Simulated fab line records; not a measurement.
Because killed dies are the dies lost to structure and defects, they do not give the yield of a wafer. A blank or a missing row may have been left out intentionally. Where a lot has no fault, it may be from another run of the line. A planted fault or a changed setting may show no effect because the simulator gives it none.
A lot that was struck, set against a sound lot | flow n5-finfet | 25 out of 1938 route steps
Sound: the wafers L181.1, L181.2, L181.5. Struck: wafer L188.1 (left out: L188.4, L188.5 of the same lot, which were not struck); the cause appears at the end.
Order at every step that has rows: each side's tool, ch and its chambers, its first start. Under that, the readings that differ: sound wafers | struck wafers | difference of the means | sigmas: that difference in standard deviations of wafers without a fault.
alike: readings with means less than 2 such deviations apart, plus words and numbers identical on both sides. not compared: withheld readings, readings lacking a value on some wafer, bounds such as >300 that could conceal the same value, and numbers that have no deviation in the record and whose values overlap.
Wherever a step has rows on one side only, a row that says differs or no value, or a row with sigmas, the two part there. When numbers do not overlap yet have no deviation, they are printed without sigmas and do not part them. A reading that every wafer of one side lacks parts them only if that side has two wafers or more.

first, 4 steps without rows for these wafers: N5_WELL_APT_PRECLEAN_36 (cleans in O3/DIW, time 45 s); N5_WELL_APT_PRECLEAN_39 (cleans in dHF, time 60 s); N5_WELL_APT_SRD_37 (time 30 s); N5_WELL_APT_EPI_41 (deposits Si from SiH4/H2, target thk 50 nm, time 297.7 s).
N5_WELL_APT_INSPECT_38: inspects for defects (darkfield).
  sound on defect-inspect-01 at day 2 04:31; struck on defect-inspect-02 at day 3 22:47
  reading          | sound    | struck | difference | sigmas
  raw-defect-count | 18 16 13 | 4      | -12        | -2
N5_PMOS_HMC_CHANNEL_EPI_HM_DEP_34: deposits SiO2 from TEOS/O2, target thk 36 nm, time 6.9 s.
  sound on pecvd-01 ch 0,1, day 2 04:34; struck on pecvd-01 ch 1, day 3 22:50
  alike: heater-power-w, showerhead-plenum-p-Torr, throttle-valve-pct
then, 6 steps without rows for these wafers: N5_PMOS_HMC_CHANNEL_EPI_COAT_31 (time 60 s, resist thk 66 nm); N5_PMOS_HMC_CHANNEL_EPI_COAT_03 (resist thk 205 nm); N5_PMOS_HMC_CHANNEL_EPI_EBR_05; N5_PMOS_HMC_CHANNEL_EPI_SOFTBAKE_04 (time 60 s); N5_PMOS_HMC_CHANNEL_EPI_EXPOSE_06 (exposes mask PMOS HMC BLK, target cd 240 nm); N5_PMOS_HMC_CHANNEL_EPI_PEB_07 (peb time 60 s).
N5_PMOS_HMC_CHANNEL_EPI_DEVELOP_08: develop time 30 s.
  sound on litho-track-05 ch 0, day 2 04:55; struck on litho-track-01 ch 0, day 3 23:10
N5_PMOS_HMC_CHANNEL_EPI_CD_MEAS_09: target cd 237.4 nm.
  sound on cd-sem-01 ch 0, day 2 04:59; struck on cd-sem-01 ch 0, day 3 23:14
  reading    | sound             | struck | difference | sigmas
  cd-nm (nm) | 238.7 238.9 239.3 | 235.0  | -4.0       | -4
N5_PMOS_HMC_CHANNEL_EPI_OVL_MEAS_10:
  sound on overlay-02 ch 0, day 2 05:01; struck on overlay-01 ch 0, day 3 23:16
  alike: PMOS_HMC_BLK_OVL
N5_PMOS_HMC_CHANNEL_EPI_INSPECT_11: inspects for defects (macro).
  sound on defect-inspect-02 at day 2 05:02; struck on defect-inspect-01 at day 3 23:17
  alike: raw-defect-count
N5_PMOS_HMC_CHANNEL_EPI_DESCUM_14: chemistry O2, time 7.9 s.
  sound on rie-diel-06 ch 1,2,3, day 2 05:04; struck on rie-diel-02 ch 3, day 3 23:19
  reading                               | sound             | struck | difference | sigmas
  model.PMOS_HMC_CHANNEL_EPI.cd-nm (nm) | 238.2 238.3 239.4 | 234.8  | -3.8       |
  alike: drypump-motor-current-A, oes-product-au, rf-vpp-V, showerhead-plenum-p-Torr, throttle-valve-pct
  not compared: rf-hours-counter-h
N5_PMOS_HMC_CHANNEL_EPI_ETCH_32: etches BARC in N2/H2, stops on SiO2, target depth 85.8 nm, time 50.3 s.
  sound on rie-diel-06 ch 1,2,3, day 2 05:06; struck on rie-diel-02 ch 3, day 3 23:21
  alike: drypump-motor-current-A, oes-product-au, rf-vpp-V, showerhead-plenum-p-Torr, throttle-valve-pct
  not compared: rf-hours-counter-h
N5_PMOS_HMC_CHANNEL_EPI_HM_OPEN_15: chemistry CHF3/O2, target SiO2, target depth 40.6 nm, time 20.3 s.
  sound on rie-diel-06 ch 1,2,3, day 2 05:08; struck on rie-diel-02 ch 3, day 3 23:24
  alike: CHF3_flow_sccm, drypump-motor-current-A, oes-product-au, rf-vpp-V, showerhead-plenum-p-Torr, throttle-valve-pct
  not compared: rf-hours-counter-h
N5_PMOS_HMC_CHANNEL_EPI_STRIP_33: strips in N2/H2.
  sound on rie-diel-06 ch 1,2,3, day 2 05:12; struck on rie-diel-02 ch 3, day 3 23:27
  alike: drypump-motor-current-A, oes-product-au, rf-vpp-V, showerhead-plenum-p-Torr, throttle-valve-pct
  not compared: rf-hours-counter-h
then, 1 step without rows for these wafers: N5_PMOS_HMC_CHANNEL_EPI_STRIP_17 (strips in SPM, time 750 s).
N5_PMOS_HMC_CHANNEL_EPI_ETCH_38: etches SiO2 in CF4, target depth 1.5 nm.
  sound on rie-si-02 ch 0,1,2, day 2 05:30; struck on rie-si-02 ch 2, day 3 23:46
  alike: drypump-motor-current-A, oes-product-au, throttle-valve-pct
  not compared: rf-hours-counter-h
N5_PMOS_HMC_CHANNEL_EPI_FIN_RECESS_16: chemistry HBr/Cl2, target Si, target depth 54 nm, time 18 s.
  sound on rie-si-02 ch 0,1,2, day 2 05:31; struck on rie-si-02 ch 2, day 3 23:47
  reading                               | sound             | struck | difference | sigmas
  model.PMOS_HMC_CHANNEL_EPI.cd-nm (nm) | 241.7 241.1 242.2 | 238.3  | -3.4       |
  alike: drypump-motor-current-A, oes-product-au, throttle-valve-pct
  not compared: rf-hours-counter-h
then, 1 step without rows for these wafers: N5_PMOS_HMC_CHANNEL_EPI_PRECLEAN_36 (cleans in O3/DIW, time 45 s).
-- a jump in the record: the struck wafers' starts before and after are 9 days apart (it breaks off in module PMOS_HMC_CHANNEL_EPI and resumes in module BEOL_M4, where the first step shown is number 1111 of the route) --
N5_BEOL_M4_RC_MEAS_101:
  sound on prober-01 ch 0, day 13 18:54; struck on prober-02 ch 0, day 12 17:55
  reading       | sound       | struck | difference | sigmas
  ION_N (uA/um) | 691 682 678 | 660    | -24        | -2
  ION_P (uA/um) | 470 468 466 | 448    | -20        | -2
  alike: DIBL_N, DIBL_P, IOFF_N, IOFF_P, SS_N, SS_P, VT_N, VT_P

== WHERE THEY PART ==
Earliest at N5_WELL_APT_INSPECT_38; latest, in this record, at N5_BEOL_M4_RC_MEAS_101.

WHY: whatever the simulator had introduced
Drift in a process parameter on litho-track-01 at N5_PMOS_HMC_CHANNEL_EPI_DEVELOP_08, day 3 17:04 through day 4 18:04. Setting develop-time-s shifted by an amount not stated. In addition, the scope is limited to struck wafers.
